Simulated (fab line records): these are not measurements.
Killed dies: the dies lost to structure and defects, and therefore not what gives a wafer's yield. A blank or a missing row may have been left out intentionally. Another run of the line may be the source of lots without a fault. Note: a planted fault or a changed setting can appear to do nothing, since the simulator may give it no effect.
fab line records	flow n5-finfet	part 1 of 2: steps 1 to 4 of 6
record: lots: 23	wafers: 69	last-day: 17
route steps=1938 shown BEOL_M6@1230 BEOL_M7@1284
lots untouched by any fault: they come from a run of this same line in which no faults occurred
start-h: hours from the record's opening day to when the first of the lot's shown wafers began	wait-h: hours elapsed since this lot's preceding step	" repeats the value in the row above	L1.1+2: a row that stands for several wafers	- no value, or no start given	* or withheld: withheld	< > ~ a bound
route shown NAME@n: NAME is a module with steps in the file, n the number in the route of the first one	usual: mean/standard deviation taken from wafers without a fault	same: alike in all rows	chamber/n: place in a boat	sites: each site's reading	_std_site: how widely they spread, as a standard deviation	_edge_site: inner sites' mean taken away from outer sites' mean	radius-mm: for every site, how far away it sits from the centre of the wafer	mask NAME#n: copy n	behind: the most recent tool/chamber to have shaped the wafer	hold: the reason the lot was held/the length of the hold in hours/how it ended	device: the n, p or np transistor that did not switch	end of line: the tests these same wafers got at the end of their route	a step with no rows: only its recipe	killed: at the first sort, the dies lost to defects and structure; wafer yield is something else	map: shows each die of a wafer: x if killed, . if not, _ if none is there
set.NAME: setting as actually run; set.NAME@STEP: the setting as run at that earlier step	model.NAME: the simulator's own value behind a step, which no gauge read
a sample of lots followed through the steps of the route, with each step as a table and each wafer as a row
services: a tool's chamber out of use, with start hour (start-h, from the record's first day; less than 0 if before it), hours out, and reason
== steps ==
step: N5_BEOL_M6_DESCUM_33
recipe: chemistry: O2	time-s: 7	source-power-w: 50	bias-power-w: 20	pressure-mtorr: 20	rf-frequency-hz: 2.712e+07	temp-c: 40	resist: CAR-EUV	o2-flow-sccm: 225
usual: drypump-motor-current-A: 5.6/0.5	oes-product-au: 0.80/0.078	rf-fwd-power-W: 49.44/0.17	rf-vpp-V: 243.0/1.4	showerhead-plenum-p-Torr: 2.08/0.073	throttle-valve-pct: 20.4/0.3
lot.wafer	tool	chamber	start-h	wait-h	drypump-motor-current-A	oes-product-au	rf-fwd-power-W	rf-hours-counter-h	rf-vpp-V	showerhead-plenum-p-Torr	throttle-valve-pct
L074.1	rie-diel-06	3	172.32	0.3	5.6	0.82	49.32	88	242.3	2.02	20.5
L074.4	"	0	"	"	5.7	0.86	49.31	57	246.7	2.23	20.2
L074.6	"	2	"	"	5.6	0.71	49.50	-	244.1	2.16	20.9
L075.1	rie-diel-01	0	187.53	0.0	4.7	0.73	49.42	206	243.6	2.05	20.2
L075.2	"	2	"	"	6.2	0.94	49.51	9	243.1	2.13	20.2
L075.4	"	3	"	"	5.4	0.89	49.64	36	242.4	2.03	20.2
L078.1	rie-diel-06	0	194.17	0.0	5.7	0.84	49.37	65	246.1	2.22	20.2
L078.3	"	3	"	"	5.6	0.80	49.26	97	243.1	2.01	20.5
L078.5	"	1	"	"	6.2	0.92	49.37	-	244.1	2.05	20.1
L076.1	rie-diel-01	0	201.09	0.6	4.7	0.72	49.59	210	241.7	2.05	20.2
L076.3	"	1	"	"	5.0	0.71	49.28	185	243.1	2.02	21.1
L076.5	"	3	"	"	5.4	0.88	49.64	-	240.6	2.03	20.2
L079.1	rie-diel-02	0	202.92	0.0	5.5	0.88	49.35	46	244.8	2.23	20.4
L079.2	"	1	"	"	6.3	0.77	49.45	158	242.3	2.02	20.3
L079.4	"	2	"	"	5.8	0.89	49.21	30	242.7	2.14	20.3
L080.2	rie-diel-06	0	213.38	0.0	5.7	0.83	49.48	72	244.9	2.22	20.3
L080.4	"	2	"	"	5.6	0.70	49.36	223	245.5	2.15	20.9
L080.5	"	1	"	"	6.2	0.90	49.12	-	242.1	2.05	20.1
L081.1	rie-diel-01	0	223.43	0.6	4.7	0.72	49.50	219	242.5	2.05	20.2
L081.5	"	3	"	"	5.4	0.86	49.60	-	243.0	2.02	20.2
L081.6	"	0	"	"	4.7	0.70	49.67	-	243.1	2.05	20.2
L083.2	rie-diel-01	0	226.98	0.7	4.7	0.72	49.37	220	243.2	2.05	20.2
L083.4	"	2	"	"	6.2	0.91	49.57	23	243.5	2.13	20.2
L083.6	"	2	"	"	6.2	0.90	49.52	-	244.4	2.13	20.2
L082.1	rie-diel-06	1	231.56	1.8	6.2	0.90	49.49	32	244.5	2.04	20.1
L082.4	"	2	"	"	5.6	0.69	49.45	224	244.1	2.15	20.9
L082.6	"	3	"	"	5.6	0.80	49.27	-	241.5	2.01	20.5
L084.1	rie-diel-02	3	233.72	1.3	6.1	0.92	49.06	25	239.2	2.03	20.3
L084.2	"	1	"	"	6.4	0.76	49.62	170	241.8	2.02	20.3
L084.3	"	2	"	"	5.8	0.86	49.53	43	243.9	2.13	20.3
L085.2	rie-diel-01	2	253.55	0.0	6.2	0.90	49.51	34	243.9	2.12	20.3
L085.3	"	1	"	"	5.0	0.70	49.39	206	243.1	2.01	21.1
L085.6	"	0	"	"	4.7	0.72	49.47	-	243.1	2.05	20.2
L086.3	rie-diel-06	2	259.93	0.0	5.5	0.69	49.37	234	244.0	2.15	20.9
L086.4	"	3	"	"	5.6	0.79	49.57	115	241.7	2.01	20.5
L086.6	"	2	"	"	5.6	0.70	49.47	-	242.5	2.15	20.9
L087.1	rie-diel-02	3	260.10	0.0	6.1	0.90	48.97	36	242.0	2.03	20.3
L087.2	"	2	"	"	5.8	0.85	49.38	52	242.2	2.13	20.3
L087.5	"	2	"	"	5.8	0.85	49.26	-	244.9	2.13	20.3
L088.3	rie-diel-02	3	262.03	0.2	6.1	0.91	49.05	37	242.0	2.03	20.3
L088.4	"	0	"	"	5.5	0.85	49.63	71	245.2	2.22	20.4
L088.6	"	1	"	"	6.3	0.75	49.52	-	240.9	2.01	20.4
L089.1	rie-diel-02	0	264.24	0.0	5.5	0.84	49.67	72	245.7	2.22	20.4
L089.3	"	2	"	"	5.8	0.84	49.29	54	243.6	2.13	20.3
L089.4	"	3	"	"	6.1	0.90	49.10	38	241.3	2.03	20.4
L090.2	rie-diel-06	2	279.75	0.0	5.6	0.69	49.31	240	243.7	2.15	20.9
L090.5	"	3	"	"	5.6	0.78	49.49	-	241.5	2.01	20.5
L090.6	"	0	"	"	5.7	0.81	49.45	-	245.2	2.21	20.3
L092.1	rie-diel-01	0	286.54	0.1	4.7	0.70	49.51	244	242.6	2.04	20.2
L092.2	"	3	"	"	5.4	0.84	49.44	65	241.7	2.02	20.2
L092.5	"	1	"	"	5.0	0.69	49.29	-	241.1	2.01	21.1
L091.1	rie-diel-01	3	286.94	0.2	5.4	0.85	50.06	66	243.3	2.02	20.2
L091.4	"	0	"	"	4.7	0.70	49.47	244	245.2	2.04	20.3
L091.5	"	2	"	"	6.2	0.85	49.58	-	242.9	2.12	20.3
L093.1	rie-diel-02	2	295.29	0.2	5.8	0.83	49.21	66	242.8	2.12	20.3
L093.3	"	3	"	"	6.1	0.87	49.20	49	241.2	2.03	20.4
L093.4	"	0	"	"	5.5	0.83	49.48	83	244.7	2.22	20.5
L095.1	rie-diel-06	0	309.96	0.0	5.7	0.80	49.48	99	245.6	2.21	20.3
L095.2	"	3	"	"	5.6	0.77	49.57	131	241.3	2.00	20.5
L095.3	"	1	"	"	6.3	0.86	49.53	57	241.9	2.04	20.2
L094.2	rie-diel-01	2	314.51	0.0	6.2	0.85	49.59	56	242.7	2.12	20.3
L094.3	"	3	"	"	5.4	0.83	49.65	75	242.4	2.01	20.2
L094.6	"	1	"	"	5.0	0.67	49.26	-	241.7	2.01	21.1
L096.1	rie-diel-01	1	314.91	0.4	5.0	0.68	49.44	229	241.9	2.01	21.2
L096.4	"	3	"	"	5.4	0.83	49.34	-	242.7	2.01	20.3
L096.5	"	2	"	"	6.2	0.85	49.58	-	244.2	2.12	20.3
L097.2	rie-diel-02	0	331.66	0.0	5.6	0.82	49.63	92	245.5	2.21	20.5
L097.4	"	1	"	"	6.3	0.73	49.60	203	241.2	2.01	20.4
L097.5	"	2	"	"	5.8	0.81	49.48	-	244.5	2.12	20.4
step: N5_BEOL_M6_CURE_75
recipe: temp-c: 370	time-s: 120	ambient: DMADMS/He	material: SiCOH_lowk
usual: lamp-power-pct: 52.31/0.049	wafer_temp_C_max: 371.7/0.63
lot.wafer	tool	chamber	start-h	wait-h	lamp-power-pct	wafer_temp_C_max
L074.1	uv-cure-03	1	172.94	0.0	52.33	373.2
L074.4	"	1	"	"	52.37	373.7
L074.6	"	1	"	"	52.27	372.7
L075.1	uv-cure-02	0	188.19	0.1	52.37	371.4
L075.2	"	0	"	"	52.28	371.3
L075.4	"	0	"	"	52.44	371.3
L078.1	uv-cure-03	0	194.79	0.0	52.34	372.1
L078.3	"	0	"	"	52.32	372.5
L078.5	"	0	"	"	52.28	372.1
L076.1	uv-cure-03	2	201.71	0.0	52.30	371.0
L076.3	"	2	"	"	52.25	371.0
L076.5	"	2	"	"	52.29	371.2
L079.1	uv-cure-03	0	203.82	0.3	52.30	372.9
L079.2	"	0	"	"	52.32	372.1
L079.4	"	0	"	"	52.27	372.4
L080.2	uv-cure-01	1	214.06	0.1	52.26	372.6
L080.4	"	1	"	"	52.28	372.0
L080.5	"	1	"	"	52.23	372.5
L081.1	uv-cure-01	1	224.06	0.0	52.36	372.1
L081.5	"	1	"	"	52.39	372.0
L081.6	"	1	"	"	52.24	372.6
L083.2	uv-cure-03	0	227.65	0.1	52.29	372.9
L083.4	"	0	"	"	52.25	371.6
L083.6	"	0	"	"	52.30	372.8
L082.1	uv-cure-01	2	232.28	0.1	52.32	372.1
L082.4	"	2	"	"	52.31	371.6
L082.6	"	2	"	"	52.35	372.1
L084.1	uv-cure-02	0	234.34	0.0	52.25	370.9
L084.2	"	0	"	"	52.34	370.6
L084.3	"	0	"	"	52.27	371.0
L085.2	uv-cure-03	2	254.22	0.1	52.35	371.1
L085.3	"	2	"	"	52.34	371.2
L085.6	"	2	"	"	52.32	370.7
L086.3	uv-cure-02	0	260.66	0.1	52.38	371.5
L086.4	"	0	"	"	52.34	370.9
L086.6	"	0	"	"	52.30	370.9
L087.1	uv-cure-03	2	260.72	0.0	52.35	371.0
L087.2	"	2	"	"	52.35	370.8
L087.5	"	2	"	"	52.35	370.9
L088.3	uv-cure-02	2	262.75	0.1	52.28	371.7
L088.4	"	2	"	"	52.37	371.6
L088.6	"	2	"	"	52.26	371.9
L089.1	uv-cure-02	0	264.86	0.0	52.30	371.0
L089.3	"	0	"	"	52.22	371.2
L089.4	"	0	"	"	52.35	370.9
L090.2	uv-cure-02	2	280.42	0.1	52.29	371.4
L090.5	"	2	"	"	52.29	371.9
L090.6	"	2	"	"	52.36	372.1
L092.1	uv-cure-03	0	287.16	0.0	52.22	371.8
L092.2	"	0	"	"	52.36	371.7
L092.5	"	0	"	"	52.28	371.9
L091.1	uv-cure-03	2	287.56	0.0	52.37	371.5
L091.4	"	2	"	"	52.32	371.1
L091.5	"	2	"	"	52.31	371.2
L093.1	uv-cure-02	0	296.05	0.2	52.30	371.9
L093.3	"	0	"	"	52.32	371.0
L093.4	"	0	"	"	52.33	371.0
L095.1	uv-cure-01	2	310.59	0.0	52.26	372.4
L095.2	"	2	"	"	52.31	371.6
L095.3	"	2	"	"	52.23	372.0
L094.2	uv-cure-02	0	315.18	0.1	52.20	371.0
L094.3	"	0	"	"	52.36	371.5
L094.6	"	0	"	"	52.33	370.9
L096.1	uv-cure-01	2	315.53	0.0	52.22	371.9
L096.4	"	2	"	"	52.23	372.1
L096.5	"	2	"	"	52.23	371.6
L097.2	uv-cure-01	2	332.33	0.1	52.31	371.3
L097.4	"	2	"	"	52.38	371.6
L097.5	"	2	"	"	52.34	371.8
step: N5_BEOL_M6_CMP_52
recipe: stop-on: SiCOH_lowk	t-overpolish-s: 6.9	down-force-psi: 1	platen-rpm: 50	clearing-platen-down-force-psi: 1.5	clearing-platen-rpm: 50	post-cmp-clean: cu-alkaline	target-thk-nm: 80	clearing-platen-pad-velocity-m-s: 0.99484	pad-velocity-m-s: 0.99484
usual: barrier-field-endpoint-s: 29.1/0.82	clearing-platen-down-force-psi: 1.500/0.0032	motor-current-A: 6.2/0.7	overpolish-run-s: 6.900/0.0095	time-to-endpoint-s: 64/3.8
lot.wafer	tool	chamber	start-h	wait-h	barrier-field-endpoint-s	clearing-platen-down-force-psi	motor-current-A	overpolish-run-s	time-to-endpoint-s
L074.1	cmp-02	3	176.48	0.3	28.4	1.501	5.6	6.908	64
L074.4	"	2	"	"	30.4	1.498	7.8	6.904	72
L074.6	"	0	"	"	29.0	1.496	6.8	6.904	59
L075.1	cmp-04	3	190.27	0.3	29.4	1.501	5.6	6.906	63
L075.4	"	0	"	"	28.6	1.502	5.4	6.903	63
L075.2	"	1	"	"	29.6	1.503	5.6	6.903	65
L078.1	cmp-02	3	198.68	0.3	29.7	1.497	5.6	6.896	66
L078.3	"	0	"	"	29.7	1.509	6.2	6.909	60
L078.5	"	3	"	"	29.0	1.501	5.6	6.903	62
L076.1	cmp-04	3	203.97	0.4	28.4	1.504	5.7	6.902	63
L076.3	"	0	"	"	28.1	1.499	5.6	6.898	63
L076.5	"	2	"	"	27.6	1.501	6.4	6.901	59
L079.4	cmp-01	3	205.68	0.1	28.8	1.498	7.8	6.900	62
L079.2	"	0	"	"	28.7	1.494	5.8	6.898	66
L079.1	"	1	"	"	28.7	1.505	5.8	6.882	65
L080.4	cmp-02	3	217.53	0.1	30.0	1.501	5.4	6.911	66
L080.2	"	2	"	"	30.0	1.495	7.1	6.895	71
L080.5	"	0	"	"	28.9	1.503	6.7	6.880	62
L081.1	cmp-04	0	227.90	0.3	28.9	1.500	5.5	6.913	63
L081.6	"	0	"	"	28.9	1.498	5.5	6.914	61
L081.5	"	1	"	"	29.8	1.497	5.9	6.901	65
L083.4	cmp-04	2	229.49	0.2	28.5	1.497	6.1	6.897	58
L083.2	"	3	"	"	29.1	1.504	5.5	6.895	64
L083.6	"	1	"	"	30.3	1.500	6.0	6.896	66
L082.4	cmp-02	2	234.26	0.2	31.0	1.507	7.6	6.897	73
L082.1	"	3	"	"	28.8	1.502	5.7	6.908	67
L082.6	"	0	"	"	28.7	1.499	6.5	6.911	63
L084.3	cmp-02	3	236.95	0.2	28.7	1.501	5.5	6.877	67
L084.1	"	0	"	"	28.0	1.500	6.5	6.902	64
L084.2	"	1	"	"	29.0	1.499	6.1	6.911	68
L085.2	cmp-04	3	257.01	0.3	29.5	1.501	5.5	6.910	66
L085.3	"	0	"	"	30.2	1.500	5.5	6.893	67
L085.6	"	1	"	"	30.6	1.499	5.9	6.892	68
L086.3	cmp-04	2	263.54	0.3	28.4	1.498	6.1	6.893	63
L086.4	"	1	"	"	29.3	1.504	5.8	6.887	68
L086.6	"	2	"	"	28.5	1.501	6.3	6.904	61
L087.1	cmp-02	3	263.71	0.3	28.6	1.502	5.4	6.895	62
L087.2	"	0	"	"	28.2	1.504	6.8	6.888	59
L087.5	"	3	"	"	29.4	1.496	5.3	6.892	60
L088.3	cmp-02	2	265.15	0.3	30.1	1.499	7.6	6.904	67
L088.4	"	0	"	"	28.7	1.498	6.5	6.914	60
L088.6	"	2	"	"	30.8	1.497	7.5	6.911	70
L089.4	cmp-01	3	266.48	0.2	29.8	1.504	7.4	6.900	60
L089.3	"	0	"	"	28.1	1.494	5.9	6.914	61
L089.1	"	1	"	"	29.3	1.505	6.4	6.896	62
L090.2	cmp-04	0	282.33	0.2	28.8	1.505	5.6	6.902	60
L090.5	"	3	"	"	30.1	1.499	5.8	6.893	59
L090.6	"	0	"	"	28.7	1.506	5.7	6.910	61
L092.1	cmp-01	0	290.74	0.3	29.0	1.497	5.7	6.904	60
L092.2	"	1	"	"	28.7	1.500	5.9	6.896	62
L092.5	"	3	"	"	29.3	1.498	7.2	6.899	60
L091.4	cmp-04	1	291.12	0.1	29.9	1.499	6.0	6.871	65
L091.1	"	2	"	"	27.9	1.499	6.2	6.876	56
L091.5	"	2	"	"	27.6	1.500	6.0	6.889	55
L093.4	cmp-02	1	297.83	0.3	30.3	1.494	6.3	6.904	67
L093.1	"	2	"	"	29.7	1.498	7.1	6.904	69
L093.3	"	0	"	"	28.4	1.502	6.7	6.889	62
L095.1	cmp-02	3	313.05	0.3	29.3	1.497	5.6	6.895	65
L095.3	"	0	"	"	28.2	1.502	6.6	6.913	60
L095.2	"	2	"	"	30.6	1.496	7.4	6.908	71
L094.3	cmp-02	3	316.57	0.2	30.5	1.504	5.7	6.898	65
L094.2	"	1	"	"	29.7	1.496	6.4	6.895	65
L094.6	"	0	"	"	29.6	1.501	6.7	6.883	61
L096.4	cmp-04	2	317.03	0.1	28.5	1.498	5.9	6.916	59
L096.1	"	0	"	"	27.8	1.499	5.4	6.895	61
L096.5	"	3	"	"	28.0	1.500	5.6	6.919	64
L097.4	cmp-04	1	334.18	0.1	28.7	1.500	5.5	6.886	66
L097.2	"	3	"	"	28.1	1.496	5.4	6.907	63
L097.5	"	2	"	"	28.2	1.498	6.2	6.894	58
step: N5_BEOL_M7_HM_OPEN_17
recipe: chemistry: Cl2/BCl3	target-depth-a: 200	overetch-a: 60	target: TiN	mask-material: SOC	ion-energy-ev: 150	pressure-mtorr: 10	icp-w: 1000	bias-w: 126	Cl2_flow_sccm: 53.25	bcl3-flow-sccm: 21.75	Ar_flow_sccm: 25
usual: drypump-motor-current-A: 5.4/0.48	oes_ar_750_au: 0.78/0.1	oes-product-au: 0.66/0.079	rf-fwd-power-W: 991/3.5	throttle-valve-pct: 22.20/0.24
lot.wafer	tool	chamber	start-h	wait-h	drypump-motor-current-A	oes_ar_750_au	oes-product-au	rf-fwd-power-W	rf-hours-counter-h	throttle-valve-pct
L074.1	rie-metal-01	0	181.58	0.0	5.9	0.82	0.69	995	23	22.34
L074.4	"	0	"	"	5.9	0.82	0.69	996	-	22.32
L074.6	"	0	"	"	5.9	0.82	0.69	995	-	22.34
L075.1	rie-metal-01	0	193.29	0.0	5.9	0.81	0.68	995	26	22.34
L075.2	"	1	"	"	5.1	0.89	0.75	992	13	22.16
L075.4	"	0	"	"	5.9	0.82	0.69	994	-	22.35
L078.1	rie-metal-02	1	201.92	0.0	5.6	0.62	0.53	990	114	22.25
L078.3	"	0	"	"	5.4	0.64	0.55	987	-	22.55
L078.5	"	1	"	"	5.6	0.63	0.53	984	-	22.27
L076.1	rie-metal-01	1	208.13	0.0	5.1	0.89	0.72	991	14	22.18
L076.3	"	0	"	"	5.9	0.80	0.68	994	-	22.35
L076.5	"	0	"	"	5.9	0.80	0.67	992	-	22.38
L079.1	rie-metal-01	1	208.96	0.0	5.1	0.88	0.73	994	14	22.20
L079.2	"	0	"	"	5.9	0.80	0.68	989	27	22.34
L079.4	"	1	"	"	5.1	0.89	0.74	995	-	22.18
L080.2	rie-metal-02	1	219.73	0.0	5.6	0.62	0.53	986	115	22.26
L080.4	"	0	"	"	5.4	0.64	0.55	995	-	22.53
L080.5	"	0	"	"	5.4	0.63	0.54	995	-	22.53
L081.1	rie-metal-03	0	230.75	0.0	6.4	0.83	0.72	993	15	21.65
L081.5	"	1	"	"	4.8	0.88	0.72	991	-	21.95
L081.6	"	0	"	"	6.4	0.84	0.72	996	-	21.65
L083.2	rie-metal-03	1	231.86	0.0	4.8	0.87	0.74	992	21	21.94
L083.4	"	1	"	"	4.8	0.87	0.73	997	-	21.96
L083.6	"	1	"	"	4.8	0.87	0.73	992	-	21.95
L082.1	rie-metal-02	1	237.23	0.0	5.6	0.62	0.52	983	116	22.27
L082.4	"	1	"	"	5.6	0.62	0.53	988	-	22.27
L082.6	"	1	"	"	5.6	0.61	0.53	991	-	22.27
L084.1	rie-metal-03	1	240.65	0.0	4.8	0.87	0.72	992	21	21.97
L084.2	"	0	"	"	6.4	0.84	0.72	991	15	21.65
L084.3	"	1	"	"	4.9	0.87	0.71	992	-	21.96
L085.2	rie-metal-03	1	261.16	0.0	4.8	0.86	0.71	989	23	21.98
L085.3	"	1	"	"	4.9	0.86	0.72	990	-	21.98
L085.6	"	0	"	"	6.4	0.83	0.72	997	-	21.66
L086.3	rie-metal-01	1	266.11	0.1	5.1	0.85	0.71	995	-	22.21
L086.4	"	0	"	"	5.9	0.79	0.66	993	-	22.37
L086.6	"	0	"	"	5.9	0.80	0.66	991	-	22.37
L087.1	rie-metal-02	1	266.54	0.0	5.6	0.61	0.53	985	119	22.27
L087.2	"	0	"	"	5.4	0.63	0.55	988	107	22.53
L087.5	"	0	"	"	5.4	0.64	0.55	983	-	22.54
L088.3	rie-metal-02	1	268.50	0.1	5.6	0.61	0.53	988	-	22.26
L088.4	"	0	"	"	5.4	0.63	0.54	994	-	22.55
L088.6	"	0	"	"	5.4	0.64	0.54	988	-	22.54
L089.1	rie-metal-02	0	269.27	0.0	5.4	0.64	0.55	990	107	22.54
L089.3	"	0	"	"	5.4	0.64	0.55	992	-	22.53
L089.4	"	1	"	"	5.6	0.62	0.52	991	-	22.27
L090.2	rie-metal-01	1	285.81	0.0	5.1	0.85	0.72	990	21	22.21
L090.5	"	1	"	"	5.1	0.85	0.71	991	-	22.19
L090.6	"	0	"	"	5.9	0.78	0.66	993	-	22.36
L092.1	rie-metal-03	1	294.16	0.0	4.8	0.86	0.70	995	27	21.97
L092.2	"	1	"	"	4.8	0.85	0.70	992	-	22.00
L092.5	"	1	"	"	4.8	0.85	0.70	993	-	21.98
L091.1	rie-metal-01	1	294.97	0.0	5.1	0.84	0.71	994	22	22.21
L091.4	"	0	"	"	5.9	0.78	0.65	989	-	22.37
L091.5	"	1	"	"	5.1	0.84	0.70	996	-	22.21
L093.1	rie-metal-03	1	299.87	0.0	4.9	0.85	0.69	993	29	21.99
L093.3	"	1	"	"	4.8	0.84	0.69	995	-	22.00
L093.4	"	1	"	"	4.9	0.84	0.69	993	-	22.01
L095.1	rie-metal-03	1	314.95	0.0	4.9	0.84	0.70	994	31	21.98
L095.2	"	1	"	"	4.8	0.83	0.70	995	-	21.99
L095.3	"	1	"	"	4.8	0.83	0.69	992	-	21.98
L094.2	rie-metal-02	1	318.74	0.0	5.6	0.98	0.82	990	1	22.18
L094.3	"	0	"	"	5.4	0.63	0.54	990	-	22.58
L094.6	"	1	"	"	5.6	0.98	0.83	984	-	22.19
L096.1	rie-metal-01	0	321.49	0.0	5.9	0.77	0.65	991	39	22.37
L096.4	"	1	"	"	5.1	0.83	0.69	991	-	22.22
L096.5	"	0	"	"	5.9	0.78	0.65	990	-	22.37
L097.2	rie-metal-01	1	336.63	0.0	5.1	0.83	0.70	991	26	22.21
L097.4	"	0	"	"	5.9	0.77	0.64	993	-	22.36
L097.5	"	0	"	"	5.9	0.76	0.64	995	-	22.38
